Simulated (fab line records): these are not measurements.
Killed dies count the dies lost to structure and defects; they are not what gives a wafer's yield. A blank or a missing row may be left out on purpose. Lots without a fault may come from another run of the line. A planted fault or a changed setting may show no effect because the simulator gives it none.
Matching of chambers :: flow nandHarc :: rieDiel-04 running NHARC_A_CONTACT_ETCH_90: 4 sister chambers
The step etches the open film in CH3F/O2, target depth 40 nm, time 85.7 s. 4 wafers are shown with their chamber, then 11 later ones without.

## WAFERS WITH THEIR CHAMBER
wafer: L089.1
chamber: 1
showerheadPlenumPTorr (Torr): 2.49

wafer: L089.2
chamber: 0
showerheadPlenumPTorr (Torr): 2.37

wafer: L089.6
chamber: 3
showerheadPlenumPTorr (Torr): 2.52

wafer: L091.3
chamber: 2
showerheadPlenumPTorr (Torr): 2.31

## WAFERS WHOSE CHAMBER IS MISSING
wafer: L091.4
showerheadPlenumPTorr (Torr): 2.52

wafer: L091.6
showerheadPlenumPTorr (Torr): 2.31

wafer: L088.3
showerheadPlenumPTorr (Torr): 2.52

wafer: L088.4
showerheadPlenumPTorr (Torr): 2.49

wafer: L088.6
showerheadPlenumPTorr (Torr): 2.52

wafer: L092.4
showerheadPlenumPTorr (Torr): 2.51

wafer: L092.5
showerheadPlenumPTorr (Torr): 2.36

wafer: L092.6
showerheadPlenumPTorr (Torr): 2.48

wafer: L096.2
showerheadPlenumPTorr (Torr): 2.36

wafer: L096.3
showerheadPlenumPTorr (Torr): 2.51

wafer: L096.5
showerheadPlenumPTorr (Torr): 2.31

## WHICH CHAMBER EACH ONE RAN IN
wafer: L091.4
from the rows above: 3
in truth: 3

wafer: L091.6
from the rows above: 2
in truth: 2

wafer: L088.3
from the rows above: 3
in truth: 3

wafer: L088.4
from the rows above: 1
in truth: 1

wafer: L088.6
from the rows above: 3
in truth: 3

wafer: L092.4
from the rows above: can't be placed: 3 or 1
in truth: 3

wafer: L092.5
from the rows above: 0
in truth: 0

wafer: L092.6
from the rows above: 1
in truth: 1

wafer: L096.2
from the rows above: 0
in truth: 0

wafer: L096.3
from the rows above: can't be placed: 3 or 1
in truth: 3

wafer: L096.5
from the rows above: 2
in truth: 2
Correct placement for 9 of the 11. Not placeable from these rows: 2 (in 2, the candidates include the true chamber). Wrongly placed: 0.
How it was worked out, from the rows above alone: a wafer's distance from a chamber is the root of the sum, over the readings, of the square of ((its reading less the chamber's mean) divided by the reading's scatter). The wafer belongs to the nearest chamber; if the next one is less than 2 further off, it can't be placed. For every chamber, the mean is computed from those of its wafers that are shown. The scatter (one wafer shown for each chamber): square how far every hidden wafer sits from the nearest shown wafer, average those squares and take the square root.
